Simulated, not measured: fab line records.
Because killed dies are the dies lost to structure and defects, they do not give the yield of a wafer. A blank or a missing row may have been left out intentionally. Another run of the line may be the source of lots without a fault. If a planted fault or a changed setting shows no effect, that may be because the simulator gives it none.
Which tool was responsible?	flow nand-harc	14 lots with 42 wafers sampled at 5 steps, on a route of 1302 steps

## WHAT THE GAUGES SHOWED, per wafer
NHARC_END_SORT_01.
lot	measured	on	killed-at-array	killed-at-other	killed-at-periphery	killed-dies	killed-open	killed-short
L492	day 29 18:42	prober-01	120 115 126	2 3 3	2 2 3	124 120 132	3 2 0	2 2 1
L494	day 30 10:46	prober-01	128 127 138	1 2 0	0 1 2	129 130 140	0 4 2	2 1 4
L500	day 33 02:34	prober-02	59 55 61	0 1 1	1 1 2	60 57 64	3 2 3	2 0 2

## WHAT TOOL EACH LOT RAN ON (gives the tool, then ch and the chambers of the sampled wafers, and finally the start)
lot	NHARC_A_ONON_D2_DEP_22	NHARC_THIN_TSV_PRE_CLEAN_50	NHARC_THIN_TSV_ANNEAL_52	NHARC_THIN_TSV_PRE_CLEAN_54
L480	pecvd-onon-03 ch 0, day 13 10:14	pvd-sputter-01, day 24 11:58 or earlier	rtp-anneal-01 ch 0, day 24 11:58	pvd-sputter-01, day 24 12:52
L481	pecvd-onon-04 ch 0, day 13 10:14	pvd-sputter-02, day 24 10:52 or earlier	rtp-anneal-01 ch 0, day 24 10:52	pvd-sputter-02, day 24 11:46
L482	pecvd-onon-04 ch 0, day 13 22:02	pvd-sputter-03, day 25 00:59 or earlier	rtp-anneal-02 ch 0, day 25 00:59	pvd-sputter-01, day 25 01:49
L483	pecvd-onon-02 ch 0, day 14 06:25	pvd-sputter-02, day 25 13:15 or earlier	rtp-anneal-01 ch 0, day 25 13:15	pvd-sputter-02, day 25 14:09
L485	pecvd-onon-03 ch 0, day 15 06:47	pvd-sputter-03, day 26 16:34 or earlier	rtp-anneal-01 ch 0, day 26 16:34	pvd-sputter-02, day 26 17:25
L492	pecvd-onon-04 ch 0, day 17 18:26	pvd-sputter-03, day 29 07:38 or earlier	rtp-anneal-02 ch 0, day 29 07:38	pvd-sputter-03, day 29 08:31
L494	pecvd-onon-04 ch 0, day 18 10:36	pvd-sputter-01, day 29 22:28 or earlier	rtp-anneal-01 ch 0, day 29 22:28	pvd-sputter-03, day 29 23:16
L495	pecvd-onon-02 ch 0, day 19 08:19	pvd-sputter-02, day 30 04:47 or earlier	rtp-anneal-01 ch 0, day 30 04:47	pvd-sputter-03, day 30 05:37
L498	pecvd-onon-03 ch 0, day 20 09:34	pvd-sputter-03, day 31 04:42 or earlier	rtp-anneal-02 ch 0, day 31 04:42	pvd-sputter-01, day 31 05:35
L499	pecvd-onon-04 ch 0, day 20 16:07	pvd-sputter-02, day 32 18:17 or earlier	rtp-anneal-01 ch 0, day 32 18:17	pvd-sputter-02, day 32 19:02
L500	pecvd-onon-02 ch 0, day 21 01:49	pvd-sputter-02, day 32 16:51 or earlier	rtp-anneal-01 ch 0, day 32 16:51	pvd-sputter-03, day 32 17:44
L501	pecvd-onon-03 ch 0, day 21 17:07	pvd-sputter-01, day 32 15:40 or earlier	rtp-anneal-01 ch 0, day 32 15:40	pvd-sputter-03, day 32 16:26
L502	pecvd-onon-03 ch 0, day 22 04:43	pvd-sputter-02, day 33 05:22 or earlier	rtp-anneal-01 ch 0, day 33 05:22	pvd-sputter-03, day 33 06:16
L503	pecvd-onon-02 ch 0, day 22 11:04	pvd-sputter-01, day 33 06:31 or earlier	rtp-anneal-01 ch 0, day 33 06:31	pvd-sputter-01, day 33 07:18
- NHARC_A_ONON_D2_DEP_22: target thk 1000 nm.
- NHARC_THIN_TSV_PRE_CLEAN_50: time 30 s.
- NHARC_THIN_TSV_ANNEAL_52: time 90 s.
- NHARC_THIN_TSV_PRE_CLEAN_54: time 30 s.

## WHAT THE TOOLS THEMSELVES READ (means of the sampled wafers that have a number; where no wafer has one, the mark that the record gives instead)
NHARC_THIN_TSV_PRE_CLEAN_50.
lot	tool	heater-power-w (W)
L480	pvd-sputter-01	412
L481	pvd-sputter-02	385
L482	pvd-sputter-03	395
L483	pvd-sputter-02	407
L485	pvd-sputter-03	403
L492	pvd-sputter-03	441
L494	pvd-sputter-01	396
L495	pvd-sputter-02	394
L498	pvd-sputter-03	378
L499	pvd-sputter-02	370
L500	pvd-sputter-02	406
L501	pvd-sputter-01	418
L502	pvd-sputter-02	402
L503	pvd-sputter-01	385

NHARC_THIN_TSV_ANNEAL_52.
lot	tool	wafer_temp_C_max
L480	rtp-anneal-01	225.5
L481	rtp-anneal-01	225.9
L482	rtp-anneal-02	226.1
L483	rtp-anneal-01	225.8
L485	rtp-anneal-01	225.8
L492	rtp-anneal-02	226.3
L494	rtp-anneal-01	225.8
L495	rtp-anneal-01	225.8
L498	rtp-anneal-02	226.0
L499	rtp-anneal-01	225.9
L500	rtp-anneal-01	225.8
L501	rtp-anneal-01	226.2
L502	rtp-anneal-01	225.9
L503	rtp-anneal-01	225.8

NHARC_THIN_TSV_PRE_CLEAN_54.
lot	tool	heater-power-w (W)
L480	pvd-sputter-01	375
L481	pvd-sputter-02	415
L482	pvd-sputter-01	415
L483	pvd-sputter-02	403
L485	pvd-sputter-02	404
L492	pvd-sputter-03	431
L494	pvd-sputter-03	407
L495	pvd-sputter-03	396
L498	pvd-sputter-01	409
L499	pvd-sputter-02	403
L500	pvd-sputter-03	378
L501	pvd-sputter-03	386
L502	pvd-sputter-03	404
L503	pvd-sputter-01	385

## THE ANSWER, worked out from the rows above alone
Rule: the lots themselves supply what counts as usual. Put in order of their means at a reading, lots are off if they are a third of the lots or fewer, leave a main group of 4 or more, and stand apart from it by a gap of 3 or more times the standard deviation of the main group's means; of several such gaps the widest counts. A main group is skipped when, at the precision printed for the reading in the tables above, its means are all equal. Also off: a lot with no number at a reading for which 4 or more lots have one. Where the step has rows for the other lots, those lots are counted as sound. The gauges are gone through in route order, then the tools' own readings, and for those a lot's mean is taken as printed above. The first step at which some lot is off is used, and at that step the reading that is off furthest; a lot without a number counts as furthest.
Nothing can be told from this: no lot is off at any reading shown.

## WHAT THE SIMULATOR HAD INSERTED
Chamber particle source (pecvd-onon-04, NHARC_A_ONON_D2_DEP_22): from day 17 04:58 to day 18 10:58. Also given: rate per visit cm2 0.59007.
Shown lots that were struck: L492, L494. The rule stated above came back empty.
